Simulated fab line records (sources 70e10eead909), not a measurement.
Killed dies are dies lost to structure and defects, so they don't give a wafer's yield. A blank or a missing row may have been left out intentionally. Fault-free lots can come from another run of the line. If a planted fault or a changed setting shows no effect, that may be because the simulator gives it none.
Check of tool commonality / flow nand-harc / Sampled: 12 lots, 36 wafers

REASON FOR OPENING
Flagged at NHARC_A_SGD_CUT_CD_MEAS_09: reading cd-nm, on 2 of 12 lots. Fault-free wafers read 100.1 nm, with a standard deviation of 0.8.
Rule: flag the lot when none of its wafers has a number, or when each of its wafers that has one lies beyond 4 standard deviations from that mean. The rest of the lots are taken to be sound.

lot=L828; measured=day 19 23:01; on=cd-sem-02; cd-nm (nm), wafer by wafer=101.4 100.2 100.3; flag=
lot=L829; measured=day 19 23:27; on=cd-sem-02; cd-nm (nm), wafer by wafer=99.2 99.9 99.9; flag=
lot=L831; measured=day 20 21:08; on=cd-sem-02; cd-nm (nm), wafer by wafer=99.0 98.7 99.5; flag=
lot=L832; measured=day 20 21:31; on=cd-sem-03; cd-nm (nm), wafer by wafer=100.0 99.7 100.3; flag=
lot=L834; measured=day 21 12:46; on=cd-sem-01; cd-nm (nm), wafer by wafer=100.2 100.1 100.6; flag=
lot=L837; measured=day 23 19:48; on=cd-sem-02; cd-nm (nm), wafer by wafer=119.7 120.8 119.0; flag=FLAGGED
lot=L838; measured=day 24 02:37; on=cd-sem-01; cd-nm (nm), wafer by wafer=115.9 115.7 116.6; flag=FLAGGED
lot=L839; measured=day 24 02:55; on=cd-sem-03; cd-nm (nm), wafer by wafer=100.1 101.5 100.5; flag=
lot=L842; measured=day 25 11:54; on=cd-sem-02; cd-nm (nm), wafer by wafer=100.5 99.3 99.0; flag=
lot=L845; measured=day 27 07:07; on=cd-sem-01; cd-nm (nm), wafer by wafer=102.1 100.3 100.3; flag=
lot=L846; measured=day 27 13:31; on=cd-sem-02; cd-nm (nm), wafer by wafer=98.8 99.2 99.6; flag=
lot=L850; measured=day 28 13:02; on=cd-sem-03; cd-nm (nm), wafer by wafer=99.5 99.5 99.9; flag=
On average the flagged lots' numbers are 118.0 nm, which is +17.9 nm against the usual, or +22 standard deviations.

WHICH TOOL RAN EACH LOT
Before the reading, the record contains 3 process steps out of a 1302-step route. In each cell: the tool, then ch and the chambers that the sampled wafers went through, then the start.
lot=L828; flag=; NHARC_A_STAIRCASE_ETCH_444=rie-diel-02 ch 0,3, day 19 15:43; NHARC_A_STAIRCASE_ETCHBACK_422=rie-diel-03 ch 2,3, day 19 20:59; NHARC_A_SGD_CUT_EXPOSE_06=arfi-scanner-03 ch 0, day 19 22:53
lot=L829; flag=; NHARC_A_STAIRCASE_ETCH_444=rie-diel-06 ch 1,2,3, day 19 16:56; NHARC_A_STAIRCASE_ETCHBACK_422=rie-diel-06 ch 1,2,3, day 19 21:18; NHARC_A_SGD_CUT_EXPOSE_06=arfi-scanner-02 ch 0, day 19 23:19
lot=L831; flag=; NHARC_A_STAIRCASE_ETCH_444=rie-diel-06 ch 0,1,3, day 20 13:47; NHARC_A_STAIRCASE_ETCHBACK_422=rie-diel-06 ch 0,1,3, day 20 18:59; NHARC_A_SGD_CUT_EXPOSE_06=arfi-scanner-01 ch 0, day 20 20:59
lot=L832; flag=; NHARC_A_STAIRCASE_ETCH_444=rie-diel-03 ch 0,1,2, day 20 13:42; NHARC_A_STAIRCASE_ETCHBACK_422=rie-diel-02 ch 1,2,3, day 20 19:27; NHARC_A_SGD_CUT_EXPOSE_06=arfi-scanner-03 ch 0, day 20 21:22
lot=L834; flag=; NHARC_A_STAIRCASE_ETCH_444=rie-diel-02 ch 0,2,3, day 21 05:34; NHARC_A_STAIRCASE_ETCHBACK_422=rie-diel-03 ch 1,2, day 21 10:28; NHARC_A_SGD_CUT_EXPOSE_06=arfi-scanner-02 ch 0, day 21 12:38
lot=L837; flag=FLAGGED; NHARC_A_STAIRCASE_ETCH_444=rie-diel-06 ch 0,1, day 23 12:29; NHARC_A_STAIRCASE_ETCHBACK_422=rie-diel-03 ch 0,2,3, day 23 17:47; NHARC_A_SGD_CUT_EXPOSE_06=arfi-scanner-02 ch 0, day 23 19:40
lot=L838; flag=FLAGGED; NHARC_A_STAIRCASE_ETCH_444=rie-diel-02 ch 0,2,3, day 23 18:59; NHARC_A_STAIRCASE_ETCHBACK_422=rie-diel-02 ch 0,2,3, day 24 00:40; NHARC_A_SGD_CUT_EXPOSE_06=arfi-scanner-02 ch 0, day 24 02:29
lot=L839; flag=; NHARC_A_STAIRCASE_ETCH_444=rie-diel-03 ch 0,2,3, day 23 18:58; NHARC_A_STAIRCASE_ETCHBACK_422=rie-diel-03 ch 1,2,3, day 24 00:45; NHARC_A_SGD_CUT_EXPOSE_06=arfi-scanner-03 ch 0, day 24 02:46
lot=L842; flag=; NHARC_A_STAIRCASE_ETCH_444=rie-diel-03 ch 1,2,3, day 25 04:01; NHARC_A_STAIRCASE_ETCHBACK_422=rie-diel-03 ch 1,3, day 25 09:44; NHARC_A_SGD_CUT_EXPOSE_06=arfi-scanner-03 ch 0, day 25 11:46
lot=L845; flag=; NHARC_A_STAIRCASE_ETCH_444=rie-diel-06 ch 1,2,3, day 27 00:16; NHARC_A_STAIRCASE_ETCHBACK_422=rie-diel-02 ch 0,1, day 27 05:02; NHARC_A_SGD_CUT_EXPOSE_06=arfi-scanner-03 ch 0, day 27 06:59
lot=L846; flag=; NHARC_A_STAIRCASE_ETCH_444=rie-diel-06 ch 2,3, day 27 05:41; NHARC_A_STAIRCASE_ETCHBACK_422=rie-diel-06 ch 1,2, day 27 11:25; NHARC_A_SGD_CUT_EXPOSE_06=arfi-scanner-01 ch 0, day 27 13:23
lot=L850; flag=; NHARC_A_STAIRCASE_ETCH_444=rie-diel-06 ch 0,1,2, day 28 05:16; NHARC_A_STAIRCASE_ETCHBACK_422=rie-diel-02 ch 0,1, day 28 10:59; NHARC_A_SGD_CUT_EXPOSE_06=arfi-scanner-01 ch 0, day 28 12:54
What these steps do:
- NHARC_A_STAIRCASE_ETCH_444: etches the open film in C4F8/O2, target depth 20400 nm, time 6800 s.
- NHARC_A_STAIRCASE_ETCHBACK_422: etches the open film in CH3F/O2, target depth 40 nm, time 74.286 s.
- NHARC_A_SGD_CUT_EXPOSE_06: exposes mask SGD.
- NHARC_A_SGD_CUT_CD_MEAS_09: target cd 100 nm.

FLAGGED OVER TOTAL, TOOL BY TOOL (the gauges that took the reading come last)
step=NHARC_A_STAIRCASE_ETCH_444; tool=rie-diel-02; lots run=3; flagged=1; share of the flagged lots=some; sound lots run after its first flagged lot=0
step=NHARC_A_STAIRCASE_ETCH_444; tool=rie-diel-03; lots run=3; flagged=0; share of the flagged lots=none; sound lots run after its first flagged lot=-
step=NHARC_A_STAIRCASE_ETCH_444; tool=rie-diel-06; lots run=6; flagged=1; share of the flagged lots=some; sound lots run after its first flagged lot=3 (L845,L846,L850)
step=NHARC_A_STAIRCASE_ETCHBACK_422; tool=rie-diel-02; lots run=4; flagged=1; share of the flagged lots=some; sound lots run after its first flagged lot=2 (L845,L850)
step=NHARC_A_STAIRCASE_ETCHBACK_422; tool=rie-diel-03; lots run=5; flagged=1; share of the flagged lots=some; sound lots run after its first flagged lot=2 (L839,L842)
step=NHARC_A_STAIRCASE_ETCHBACK_422; tool=rie-diel-06; lots run=3; flagged=0; share of the flagged lots=none; sound lots run after its first flagged lot=-
step=NHARC_A_SGD_CUT_EXPOSE_06; tool=arfi-scanner-01; lots run=3; flagged=0; share of the flagged lots=none; sound lots run after its first flagged lot=-
step=NHARC_A_SGD_CUT_EXPOSE_06; tool=arfi-scanner-02; lots run=4; flagged=2; share of the flagged lots=all; sound lots run after its first flagged lot=0
step=NHARC_A_SGD_CUT_EXPOSE_06; tool=arfi-scanner-03; lots run=5; flagged=0; share of the flagged lots=none; sound lots run after its first flagged lot=-
step=NHARC_A_SGD_CUT_CD_MEAS_09; tool=cd-sem-01; lots run=3; flagged=1; share of the flagged lots=some; sound lots run after its first flagged lot=1 (L845)
step=NHARC_A_SGD_CUT_CD_MEAS_09; tool=cd-sem-02; lots run=6; flagged=1; share of the flagged lots=some; sound lots run after its first flagged lot=2 (L842,L846)
step=NHARC_A_SGD_CUT_CD_MEAS_09; tool=cd-sem-03; lots run=3; flagged=0; share of the flagged lots=none; sound lots run after its first flagged lot=-

WHAT THE TABLE ALLOWS
Rows of the table that ran each flagged lot: 1, that is arfi-scanner-02 at NHARC_A_SGD_CUT_EXPOSE_06.
- arfi-scanner-02 at NHARC_A_SGD_CUT_EXPOSE_06 ran 4 lots, 2 of them flagged. A fault beginning between L834 (day 21 12:38), its last sound lot, and L837 (day 23 19:40), its first flagged one, fits the data. Its own readings (exposure-dose-mJ-cm2) fall more than 4 standard deviations out on all wafers of the flagged lots.
Just one tool remains: arfi-scanner-02 at NHARC_A_SGD_CUT_EXPOSE_06.

WHAT HAD BEEN PUT IN BY THE SIMULATOR
Process parameter drift: arfi-scanner-02, from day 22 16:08 on, at NHARC_A_SGD_CUT_EXPOSE_06. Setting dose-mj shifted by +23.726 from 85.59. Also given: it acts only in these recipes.
Struck lots among those shown: L837, L838. This agrees with what the rule above found.
